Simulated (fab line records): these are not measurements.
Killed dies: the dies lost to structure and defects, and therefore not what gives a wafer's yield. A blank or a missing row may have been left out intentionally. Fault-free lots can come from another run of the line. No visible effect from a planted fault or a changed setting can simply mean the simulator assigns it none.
Matching of chambers / flow nand-harc / NHARC_A_BLC_STRIP_21 on rie-diel-06: 4 sister chambers
The step strips in O2. 8 wafers are shown with their chamber, then 9 later ones without.

== WAFERS PAIRED WITH THEIR CHAMBERS ==
wafer=L084.6; chamber=2; showerhead-plenum-p-Torr (Torr)=3.68; drypump-motor-current-A (A)=5.5
wafer=L088.5; chamber=3; showerhead-plenum-p-Torr (Torr)=3.63; drypump-motor-current-A (A)=6.4
wafer=L086.1; chamber=3; showerhead-plenum-p-Torr (Torr)=3.63; drypump-motor-current-A (A)=6.4
wafer=L086.4; chamber=1; showerhead-plenum-p-Torr (Torr)=3.36; drypump-motor-current-A (A)=6.3
wafer=L086.5; chamber=0; showerhead-plenum-p-Torr (Torr)=3.65; drypump-motor-current-A (A)=6.5
wafer=L090.1; chamber=1; showerhead-plenum-p-Torr (Torr)=3.36; drypump-motor-current-A (A)=6.4
wafer=L090.2; chamber=2; showerhead-plenum-p-Torr (Torr)=3.67; drypump-motor-current-A (A)=5.5
wafer=L090.4; chamber=0; showerhead-plenum-p-Torr (Torr)=3.65; drypump-motor-current-A (A)=6.6

== WAFERS WITHOUT THEIR CHAMBER ==
wafer=L089.1; showerhead-plenum-p-Torr (Torr)=3.67; drypump-motor-current-A (A)=5.5
wafer=L089.2; showerhead-plenum-p-Torr (Torr)=3.63; drypump-motor-current-A (A)=6.4
wafer=L089.5; showerhead-plenum-p-Torr (Torr)=3.63; drypump-motor-current-A (A)=6.4
wafer=L093.3; showerhead-plenum-p-Torr (Torr)=3.65; drypump-motor-current-A (A)=6.6
wafer=L093.5; showerhead-plenum-p-Torr (Torr)=3.36; drypump-motor-current-A (A)=6.4
wafer=L093.6; showerhead-plenum-p-Torr (Torr)=3.65; drypump-motor-current-A (A)=6.6
wafer=L096.1; showerhead-plenum-p-Torr (Torr)=3.36; drypump-motor-current-A (A)=6.3
wafer=L096.2; showerhead-plenum-p-Torr (Torr)=3.67; drypump-motor-current-A (A)=5.5
wafer=L096.4; showerhead-plenum-p-Torr (Torr)=3.65; drypump-motor-current-A (A)=6.5

== CHAMBER TAKEN BY EACH ==
wafer=L089.1; from the rows above=2; in truth=2
wafer=L089.2; from the rows above=3; in truth=3
wafer=L089.5; from the rows above=3; in truth=3
wafer=L093.3; from the rows above=0; in truth=0
wafer=L093.5; from the rows above=1; in truth=1
wafer=L093.6; from the rows above=0; in truth=0
wafer=L096.1; from the rows above=1; in truth=1
wafer=L096.2; from the rows above=2; in truth=2
wafer=L096.4; from the rows above=0; in truth=0
9 of 9 placed correctly. From these rows, 0 cannot be placed. Wrongly placed: 0.
How it was worked out, from the rows above alone: a wafer's distance from a chamber is the root of the sum, over the readings, of the square of ((its reading less the chamber's mean) divided by the reading's scatter). If the next closest chamber is less than 2 further off than the closest, the wafer can't be placed; otherwise it belongs to the closest. For every chamber, the mean is computed from those of its wafers that are shown. How the scatter is found: for the shown wafers, subtract from each reading the mean of its chamber, square and add these, divide the total by (wafers less chambers), then take the root.
